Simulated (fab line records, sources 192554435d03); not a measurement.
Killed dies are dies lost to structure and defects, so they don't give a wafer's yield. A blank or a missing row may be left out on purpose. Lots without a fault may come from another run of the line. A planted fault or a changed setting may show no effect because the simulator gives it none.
Which tool did it? | flow n5_finfet | 11 lots, 31 wafers sampled, at 1 step of a route of 1938

WHAT THE GAUGES READ, wafer by wafer
N5_BEOL_M7_OVL_MEAS_29.
lot  | measured     | on         | V6_OVL (nm)
L895 | day 9 07:26  | overlay-02 | 0.6 -0.2 0.9
L896 | day 10 00:13 | overlay-02 | 0.7 0.1 -0.8
L901 | day 12 02:01 | overlay-01 | -0.4 1.1
L905 | day 12 08:17 | overlay-02 | 0.7 0.0 0.1
L904 | day 12 08:39 | overlay-02 | -0.1 0.2
L906 | day 12 14:53 | overlay-02 | 0.4 0.7 0.1
L907 | day 13 08:44 | overlay-01 | -0.1 0.3 0.5
L909 | day 13 17:32 | overlay-01 | -0.4 0.2 -1.1
L912 | day 14 01:35 | overlay-01 | -0.7 -0.4 -0.1
L917 | day 15 21:13 | overlay-02 | -1.0 0.5 0.5
L918 | day 16 06:59 | overlay-02 | -1.4 -0.1 -0.1

WHICH TOOL RAN EACH LOT (tool, then ch and the chambers of the sampled wafers, then the start)
The record holds no process step before these readings.

THE ANSWER, worked out from the rows above alone
Rule: what is usual is taken from the lots themselves. Put in order of their means at a reading, lots are off if they are a third of the lots or fewer, leave a main group of 4 or more, and stand apart from it by a gap of 3 or more times the standard deviation of the main group's means; of several such gaps the widest counts. A main group whose means are all the same, to the digits that the tables above print for the reading, isn't used. A lot without any number at a reading at which 4 lots or more have one is off too. The other lots that the step has rows for count as sound.
No lot is off at any reading shown: from this, nothing can be told.

WHAT THE SIMULATOR HAD PUT IN
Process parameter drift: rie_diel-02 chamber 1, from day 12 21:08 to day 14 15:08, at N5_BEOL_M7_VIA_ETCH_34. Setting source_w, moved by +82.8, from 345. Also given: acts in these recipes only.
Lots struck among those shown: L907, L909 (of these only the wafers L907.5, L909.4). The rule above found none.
